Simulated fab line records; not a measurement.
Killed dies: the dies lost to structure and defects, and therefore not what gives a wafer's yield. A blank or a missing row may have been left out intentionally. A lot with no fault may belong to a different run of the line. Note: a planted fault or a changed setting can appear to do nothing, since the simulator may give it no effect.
Chamber matching / flow n5 finfet / N5_PMOS_HMC_CHANNEL_EPI_STRIP_33 on rie diel-04 has 4 sister chambers
The step strips in N2/H2. 27 wafers are shown with their chamber, then 12 later ones without.

## WAFERS PAIRED WITH THEIR CHAMBERS
wafer=L074.1; chamber=2; drypump motor current A (A)=5.8; showerhead plenum p Torr (Torr)=3.20; throttle valve pct (%)=19.5
wafer=L074.2; chamber=0; drypump motor current A (A)=5.1; showerhead plenum p Torr (Torr)=3.32; throttle valve pct (%)=19.4
wafer=L074.3; chamber=3; drypump motor current A (A)=5.6; showerhead plenum p Torr (Torr)=3.30; throttle valve pct (%)=18.4
wafer=L074.4; chamber=1; drypump motor current A (A)=5.2; showerhead plenum p Torr (Torr)=3.39; throttle valve pct (%)=18.7
wafer=L074.5; chamber=3; drypump motor current A (A)=5.6; showerhead plenum p Torr (Torr)=3.30; throttle valve pct (%)=18.4
wafer=L074.6; chamber=2; drypump motor current A (A)=5.8; showerhead plenum p Torr (Torr)=3.20; throttle valve pct (%)=19.5
wafer=L075.1; chamber=0; drypump motor current A (A)=5.1; showerhead plenum p Torr (Torr)=3.32; throttle valve pct (%)=19.4
wafer=L075.2; chamber=2; drypump motor current A (A)=5.8; showerhead plenum p Torr (Torr)=3.20; throttle valve pct (%)=19.5
wafer=L075.6; chamber=1; drypump motor current A (A)=5.1; showerhead plenum p Torr (Torr)=3.39; throttle valve pct (%)=18.7
wafer=L078.1; chamber=3; drypump motor current A (A)=5.6; showerhead plenum p Torr (Torr)=3.30; throttle valve pct (%)=18.4
wafer=L078.3; chamber=1; drypump motor current A (A)=5.2; showerhead plenum p Torr (Torr)=3.38; throttle valve pct (%)=18.7
wafer=L078.4; chamber=2; drypump motor current A (A)=5.8; showerhead plenum p Torr (Torr)=3.20; throttle valve pct (%)=19.5
wafer=L080.2; chamber=1; drypump motor current A (A)=5.2; showerhead plenum p Torr (Torr)=3.38; throttle valve pct (%)=18.7
wafer=L080.3; chamber=2; drypump motor current A (A)=5.8; showerhead plenum p Torr (Torr)=3.20; throttle valve pct (%)=19.6
wafer=L080.4; chamber=0; drypump motor current A (A)=5.1; showerhead plenum p Torr (Torr)=3.31; throttle valve pct (%)=19.5
wafer=L081.4; chamber=2; drypump motor current A (A)=5.8; showerhead plenum p Torr (Torr)=3.20; throttle valve pct (%)=19.5
wafer=L081.5; chamber=1; drypump motor current A (A)=5.2; showerhead plenum p Torr (Torr)=3.38; throttle valve pct (%)=18.7
wafer=L081.6; chamber=0; drypump motor current A (A)=5.1; showerhead plenum p Torr (Torr)=3.31; throttle valve pct (%)=19.5
wafer=L082.2; chamber=3; drypump motor current A (A)=5.6; showerhead plenum p Torr (Torr)=3.29; throttle valve pct (%)=18.4
wafer=L082.4; chamber=0; drypump motor current A (A)=5.1; showerhead plenum p Torr (Torr)=3.31; throttle valve pct (%)=19.4
wafer=L082.5; chamber=0; drypump motor current A (A)=5.1; showerhead plenum p Torr (Torr)=3.31; throttle valve pct (%)=19.5
wafer=L085.1; chamber=1; drypump motor current A (A)=5.2; showerhead plenum p Torr (Torr)=3.38; throttle valve pct (%)=18.7
wafer=L085.5; chamber=1; drypump motor current A (A)=5.2; showerhead plenum p Torr (Torr)=3.38; throttle valve pct (%)=18.8
wafer=L085.6; chamber=2; drypump motor current A (A)=5.8; showerhead plenum p Torr (Torr)=3.19; throttle valve pct (%)=19.6
wafer=L087.1; chamber=0; drypump motor current A (A)=5.1; showerhead plenum p Torr (Torr)=3.31; throttle valve pct (%)=19.5
wafer=L087.3; chamber=3; drypump motor current A (A)=5.6; showerhead plenum p Torr (Torr)=3.29; throttle valve pct (%)=18.4
wafer=L087.4; chamber=1; drypump motor current A (A)=5.2; showerhead plenum p Torr (Torr)=3.38; throttle valve pct (%)=18.7

SIGNATURES, as means of the wafers listed above
reading=drypump motor current A; chamber 0=5.100; chamber 1=5.188; chamber 2=5.800; chamber 3=5.600; scatter within a chamber=0.0195
reading=showerhead plenum p Torr; chamber 0=3.3129; chamber 1=3.3825; chamber 2=3.1986; chamber 3=3.2960; scatter within a chamber=0.00466
reading=throttle valve pct; chamber 0=19.457; chamber 1=18.712; chamber 2=19.529; chamber 3=18.400; scatter within a chamber=0.0418
Rule: distance of a wafer from a chamber = root of the sum over the readings of ((wafer's reading minus chamber's mean) / reading's scatter) squared. The wafer belongs to the nearest chamber; if the next one is less than 2 further off, it can't be placed. The scatter: the root of (the sum of the squares of (reading less its chamber's mean) over the shown wafers, divided by (wafers less chambers)).

## WAFERS WHOSE CHAMBER IS MISSING
wafer=L089.1; drypump motor current A (A)=5.1; showerhead plenum p Torr (Torr)=3.31; throttle valve pct (%)=19.5
wafer=L089.5; drypump motor current A (A)=5.6; showerhead plenum p Torr (Torr)=3.29; throttle valve pct (%)=18.4
wafer=L089.6; drypump motor current A (A)=5.1; showerhead plenum p Torr (Torr)=3.31; throttle valve pct (%)=19.5
wafer=L092.3; drypump motor current A (A)=5.6; showerhead plenum p Torr (Torr)=3.29; throttle valve pct (%)=18.4
wafer=L092.4; drypump motor current A (A)=5.1; showerhead plenum p Torr (Torr)=3.30; throttle valve pct (%)=19.5
wafer=L092.5; drypump motor current A (A)=5.9; showerhead plenum p Torr (Torr)=3.19; throttle valve pct (%)=19.6
wafer=L094.1; drypump motor current A (A)=5.6; showerhead plenum p Torr (Torr)=3.28; throttle valve pct (%)=18.4
wafer=L094.2; drypump motor current A (A)=5.9; showerhead plenum p Torr (Torr)=3.18; throttle valve pct (%)=19.6
wafer=L094.5; drypump motor current A (A)=5.8; showerhead plenum p Torr (Torr)=3.18; throttle valve pct (%)=19.6
wafer=L097.1; drypump motor current A (A)=5.8; showerhead plenum p Torr (Torr)=3.18; throttle valve pct (%)=19.6
wafer=L097.3; drypump motor current A (A)=5.2; showerhead plenum p Torr (Torr)=3.37; throttle valve pct (%)=18.7
wafer=L097.4; drypump motor current A (A)=5.6; showerhead plenum p Torr (Torr)=3.28; throttle valve pct (%)=18.4

## WHICH CHAMBER EACH ONE RAN IN
wafer=L089.1; from the rows above=0; in truth=0
wafer=L089.5; from the rows above=3; in truth=3
wafer=L089.6; from the rows above=0; in truth=0
wafer=L092.3; from the rows above=3; in truth=3
wafer=L092.4; from the rows above=0; in truth=0
wafer=L092.5; from the rows above=2; in truth=2
wafer=L094.1; from the rows above=3; in truth=3
wafer=L094.2; from the rows above=2; in truth=2
wafer=L094.5; from the rows above=2; in truth=2
wafer=L097.1; from the rows above=2; in truth=2
wafer=L097.3; from the rows above=1; in truth=1
wafer=L097.4; from the rows above=3; in truth=3
12 of 12 placed correctly. Number that these rows cannot place: 0. Placed wrongly: 0.
